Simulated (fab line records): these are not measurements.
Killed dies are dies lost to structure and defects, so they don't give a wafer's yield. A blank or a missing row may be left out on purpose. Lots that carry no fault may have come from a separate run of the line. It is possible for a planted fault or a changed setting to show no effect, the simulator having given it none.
Matching of chambers | flow n5_finfet | N5_BEOL_M6_STRIP_19 on rie_diel-05 has 4 sister chambers
The step strips in O2. 16 wafers are shown with their chamber, then 8 later ones without.

## WAFERS, EACH WITH ITS CHAMBER
wafer  | chamber | showerhead_plenum_p_Torr (Torr) | throttle_valve_pct (%) | drypump_motor_current_A (A)
L081.1 | 2       | 2.17                            | 16.92                  | 5.6
L081.2 | 1       | 2.04                            | 16.49                  | 6.2
L081.6 | 0       | 2.10                            | 16.47                  | 5.4
L083.2 | 2       | 2.17                            | 16.92                  | 5.6
L083.3 | 1       | 2.04                            | 16.53                  | 6.2
L083.6 | 2       | 2.17                            | 16.92                  | 5.6
L089.2 | 2       | 2.17                            | 16.95                  | 5.6
L089.3 | 1       | 2.04                            | 16.52                  | 6.2
L089.5 | 3       | 2.05                            | 16.34                  | 5.6
L090.2 | 3       | 2.05                            | 16.33                  | 5.6
L090.4 | 1       | 2.04                            | 16.55                  | 6.2
L090.6 | 0       | 2.09                            | 16.48                  | 5.3
L091.2 | 2       | 2.17                            | 16.95                  | 5.7
L091.5 | 0       | 2.09                            | 16.50                  | 5.4
L091.6 | 3       | 2.04                            | 16.36                  | 5.5
L088.2 | 3       | 2.04                            | 16.36                  | 5.5

SIGNATURES (averages over the wafers above)
reading                  | chamber 0 | chamber 1 | chamber 2 | chamber 3 | scatter within a chamber
showerhead_plenum_p_Torr | 2.0933    | 2.0400    | 2.1700    | 2.0450    | 0.00373
throttle_valve_pct       | 16.4833   | 16.5225   | 16.9320   | 16.3475   | 0.0185
drypump_motor_current_A  | 5.367     | 6.200     | 5.620     | 5.550     | 0.0453
Rule: for a wafer and a chamber, the distance is found by dividing, reading by reading, the gap between the wafer's reading and the chamber's mean by the reading's scatter, squaring, summing and taking the root. The wafer belongs to the nearest chamber; if the next one is less than 2 further off, it can't be placed. The scatter: take each reading less its chamber's mean, square it, sum over the shown wafers, divide by the number of wafers less the number of chambers, and take the root.

## WAFERS WITHOUT THEIR CHAMBER
wafer  | showerhead_plenum_p_Torr (Torr) | throttle_valve_pct (%) | drypump_motor_current_A (A)
L088.3 | 2.16                            | 16.97                  | 5.6
L088.6 | 2.04                            | 16.37                  | 5.6
L093.2 | 2.04                            | 16.52                  | 6.2
L093.4 | 2.16                            | 16.97                  | 5.6
L093.6 | 2.04                            | 16.54                  | 6.2
L097.1 | 2.09                            | 16.51                  | 5.4
L097.5 | 2.16                            | 16.96                  | 5.6
L097.6 | 2.03                            | 16.56                  | 6.1

## WHICH CHAMBER EACH WENT THROUGH
wafer  | from the rows above | in truth
L088.3 | 2                   | 2
L088.6 | 3                   | 3
L093.2 | 1                   | 1
L093.4 | 2                   | 2
L093.6 | 1                   | 1
L097.1 | 0                   | 0
L097.5 | 2                   | 2
L097.6 | 1                   | 1
Correctly placed: 8 of 8. Can't be placed from these rows: 0. Wrongly placed: 0.
